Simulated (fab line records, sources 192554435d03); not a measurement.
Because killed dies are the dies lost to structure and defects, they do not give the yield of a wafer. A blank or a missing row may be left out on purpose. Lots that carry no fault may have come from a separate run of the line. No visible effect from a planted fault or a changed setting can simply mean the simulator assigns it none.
Split-lot trial || flow n5-finfet || 21 wafers read across 7 lots, on a route 1938 steps long

THE SPLIT
At N5_BEOL_M9_HM_DEP_02 (deposits TiN, target thk 20 nm), the setting target-thk-a was moved away from the recipe's 200 angstrom on 5 of the 21 wafers read, by +7.4% to +12.6%. For the rest of the wafers, this setting stayed at what the recipe calls for.

FROM THE SPLIT TO THE READING: what the file shows between them, 12 steps
- N5_BEOL_M9_COAT_05: resist thk 90 nm (also split here: spin-rpm)
- N5_BEOL_M9_EBR_07
- N5_BEOL_M9_SOFTBAKE_06: time 60 s
- N5_BEOL_M9_DESCUM_16: chemistry O2, time 7.9 s
- N5_BEOL_M9_ETCH_61: etches SiARC in CF4, target depth 39 nm, time 65 s
- N5_BEOL_M9_ETCH_62: etches SOC in N2/H2, target depth 110 nm, overetch 22 nm, time 165 s
- N5_BEOL_M9_STRIP_68: strips in N2/H2
- N5_BEOL_M9_STRIP_67: strips in CF4
- N5_BEOL_M9_HM_OPEN_17: chemistry Cl2/BCl3, target TiN, target depth 20 nm, overetch 6 nm
- N5_BEOL_M9_STRIP_19: strips in O2
- N5_BEOL_M9_STRIP_73: strips in C4F6/O2
- N5_BEOL_M9_STRIP_36: strips in N2/H2

THE READING
TiN_of_BEOL_M9_HM_DEP_02.thk-nm (the simulator's own value, which no gauge read), in nm, at N5_BEOL_M9_TRENCH_ETCH_37 (etches SiCOH lowk in C4F6/O2, target depth 151.43 nm, time 49 s). No usual value for it is given in the file. Here, 16 wafers ran the recipe; their average is 15.9 nm with a standard deviation of 0.26 nm.

{"wafer": "L077.2", "tool, chamber at the split": "pvd-sputter-02, -", "target-thk-a as run, angstrom": 200, "against the recipe": "recipe", "TiN_of_BEOL_M9_HM_DEP_02.thk-nm, nm": 15.6, "against lot-mates on the recipe": "-"}
{"wafer": "L077.4", "tool, chamber at the split": "pvd-sputter-02, -", "target-thk-a as run, angstrom": 225.2, "against the recipe": "+12.6%", "TiN_of_BEOL_M9_HM_DEP_02.thk-nm, nm": 17.8, "against lot-mates on the recipe": "+2.2"}
{"wafer": "L077.5", "tool, chamber at the split": "pvd-sputter-02, -", "target-thk-a as run, angstrom": 225.2, "against the recipe": "+12.6%", "TiN_of_BEOL_M9_HM_DEP_02.thk-nm, nm": 17.8, "against lot-mates on the recipe": "+2.2"}
{"wafer": "L079.1", "tool, chamber at the split": "pvd-sputter-03, -", "target-thk-a as run, angstrom": 218, "against the recipe": "+9.0%", "TiN_of_BEOL_M9_HM_DEP_02.thk-nm, nm": 17.8, "against lot-mates on the recipe": "+2.0"}
{"wafer": "L079.5", "tool, chamber at the split": "pvd-sputter-03, -", "target-thk-a as run, angstrom": 200, "against the recipe": "recipe", "TiN_of_BEOL_M9_HM_DEP_02.thk-nm, nm": 15.8, "against lot-mates on the recipe": "-"}
{"wafer": "L079.6", "tool, chamber at the split": "pvd-sputter-03, -", "target-thk-a as run, angstrom": 218, "against the recipe": "+9.0%", "TiN_of_BEOL_M9_HM_DEP_02.thk-nm, nm": 18.2, "against lot-mates on the recipe": "+2.4"}
{"wafer": "L082.1", "tool, chamber at the split": "pvd-sputter-03, -", "target-thk-a as run, angstrom": 200, "against the recipe": "recipe", "TiN_of_BEOL_M9_HM_DEP_02.thk-nm, nm": 15.8, "against lot-mates on the recipe": "-"}
{"wafer": "L082.5", "tool, chamber at the split": "pvd-sputter-03, -", "target-thk-a as run, angstrom": 200, "against the recipe": "recipe", "TiN_of_BEOL_M9_HM_DEP_02.thk-nm, nm": 15.8, "against lot-mates on the recipe": "-"}
{"wafer": "L082.2", "tool, chamber at the split": "pvd-sputter-03, -", "target-thk-a as run, angstrom": 200, "against the recipe": "recipe", "TiN_of_BEOL_M9_HM_DEP_02.thk-nm, nm": 15.6, "against lot-mates on the recipe": "-"}
{"wafer": "L085.1", "tool, chamber at the split": "pvd-sputter-03, -", "target-thk-a as run, angstrom": 200, "against the recipe": "recipe", "TiN_of_BEOL_M9_HM_DEP_02.thk-nm, nm": 15.8, "against lot-mates on the recipe": "-"}
{"wafer": "L085.6", "tool, chamber at the split": "pvd-sputter-03, -", "target-thk-a as run, angstrom": 200, "against the recipe": "recipe", "TiN_of_BEOL_M9_HM_DEP_02.thk-nm, nm": 15.8, "against lot-mates on the recipe": "-"}
{"wafer": "L085.5", "tool, chamber at the split": "pvd-sputter-03, -", "target-thk-a as run, angstrom": 200, "against the recipe": "recipe", "TiN_of_BEOL_M9_HM_DEP_02.thk-nm, nm": 15.6, "against lot-mates on the recipe": "-"}
{"wafer": "L089.1", "tool, chamber at the split": "pvd-sputter-03, -", "target-thk-a as run, angstrom": 200, "against the recipe": "recipe", "TiN_of_BEOL_M9_HM_DEP_02.thk-nm, nm": 16, "against lot-mates on the recipe": "-"}
{"wafer": "L089.2", "tool, chamber at the split": "pvd-sputter-03, -", "target-thk-a as run, angstrom": 200, "against the recipe": "recipe", "TiN_of_BEOL_M9_HM_DEP_02.thk-nm, nm": 16.6, "against lot-mates on the recipe": "-"}
{"wafer": "L089.6", "tool, chamber at the split": "pvd-sputter-03, -", "target-thk-a as run, angstrom": 200, "against the recipe": "recipe", "TiN_of_BEOL_M9_HM_DEP_02.thk-nm, nm": 16.4, "against lot-mates on the recipe": "-"}
{"wafer": "L093.4", "tool, chamber at the split": "pvd-sputter-03, -", "target-thk-a as run, angstrom": 200, "against the recipe": "recipe", "TiN_of_BEOL_M9_HM_DEP_02.thk-nm, nm": 15.8, "against lot-mates on the recipe": "-"}
{"wafer": "L093.6", "tool, chamber at the split": "pvd-sputter-03, -", "target-thk-a as run, angstrom": 200, "against the recipe": "recipe", "TiN_of_BEOL_M9_HM_DEP_02.thk-nm, nm": 15.8, "against lot-mates on the recipe": "-"}
{"wafer": "L093.5", "tool, chamber at the split": "pvd-sputter-03, -", "target-thk-a as run, angstrom": 214.8, "against the recipe": "+7.4%", "TiN_of_BEOL_M9_HM_DEP_02.thk-nm, nm": 17.6, "against lot-mates on the recipe": "+1.8"}
{"wafer": "L095.1", "tool, chamber at the split": "pvd-sputter-02, -", "target-thk-a as run, angstrom": 200, "against the recipe": "recipe", "TiN_of_BEOL_M9_HM_DEP_02.thk-nm, nm": 16, "against lot-mates on the recipe": "-"}
{"wafer": "L095.2", "tool, chamber at the split": "pvd-sputter-02, -", "target-thk-a as run, angstrom": 200, "against the recipe": "recipe", "TiN_of_BEOL_M9_HM_DEP_02.thk-nm, nm": 16, "against lot-mates on the recipe": "-"}
{"wafer": "L095.4", "tool, chamber at the split": "pvd-sputter-02, -", "target-thk-a as run, angstrom": 200, "against the recipe": "recipe", "TiN_of_BEOL_M9_HM_DEP_02.thk-nm, nm": 16, "against lot-mates on the recipe": "-"}

FIT RESULTS
A straight line over all 21 wafers: TiN_of_BEOL_M9_HM_DEP_02.thk-nm changes by +0.182 nm for each +1% of target-thk-a; r = +0.93; the points scatter about the line by 0.33 nm.
The same after taking each lot's own level away (the mean of its wafers on the recipe; 21 wafers): +0.201 nm for each +1%; r = +0.97; scatter 0.22 nm.
According to that fit, moving target-thk-a by its largest amount changes the reading by 2.5 nm.
The span of the lots' own levels, 15.60 to 16.33 nm, comes to 2.8 times the standard deviation stated above.
The two slopes are in agreement: the lot-to-lot level therefore moves the slope only a little.
Check: for one of the wafers moved furthest among these (+12.6%), held out of the fit, the line's prediction against its lot-mates is +2.7 nm. It came out at +2.2 nm against them.

THE OTHER SPLITS THESE WAFERS WENT THROUGH
Note: prior to the reading, these wafers also went through further splits. Each is held against what the fit with the lots' levels taken away leaves over:
{"other split on the same wafers": "N5_BEOL_M8_EXPOSE_25 dose-mj", "wafers away from the commonest value": 10, "r with TiN_of_BEOL_M9_HM_DEP_02.thk-nm (lot level and that fit taken away)": -0.04}
{"other split on the same wafers": "N5_BEOL_M9_COAT_05 spin-rpm", "wafers away from the commonest value": 9, "r with TiN_of_BEOL_M9_HM_DEP_02.thk-nm (lot level and that fit taken away)": "+0.06"}

THE WHOLE CHAIN: every reading that the file lists as answering this split, in the file's order
{"step": "N5_BEOL_M9_HM_DEP_02", "what it does": "deposits TiN, target thk 20 nm", "reading": "TiN_of_BEOL_M9_HM_DEP_02.thk-nm (the simulator's own value, which no gauge read)", "change (the file's fit)": "+0.203 nm for each +1% of the setting", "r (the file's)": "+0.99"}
{"step": "N5_BEOL_M9_HM_OPEN_17", "what it does": "chemistry Cl2/BCl3, target TiN, target depth 20 nm, overetch 6 nm", "reading": "etch.depth-nm (the simulator's own value, which no gauge read)", "change (the file's fit)": "+0.207 nm for each +1% of the setting", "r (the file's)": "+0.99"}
{"step": "N5_BEOL_M9_TRENCH_ETCH_37", "what it does": "etches SiCOH lowk in C4F6/O2, target depth 151.43 nm, time 49 s", "reading": "TiN_of_BEOL_M9_HM_DEP_02.thk-nm (the simulator's own value, which no gauge read)", "change (the file's fit)": "+0.207 nm for each +1% of the setting", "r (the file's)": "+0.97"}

FILE'S OWN FIT
TiN_of_BEOL_M9_HM_DEP_02.thk-nm changes by +0.207 nm for each +1% of target-thk-a, r = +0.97.
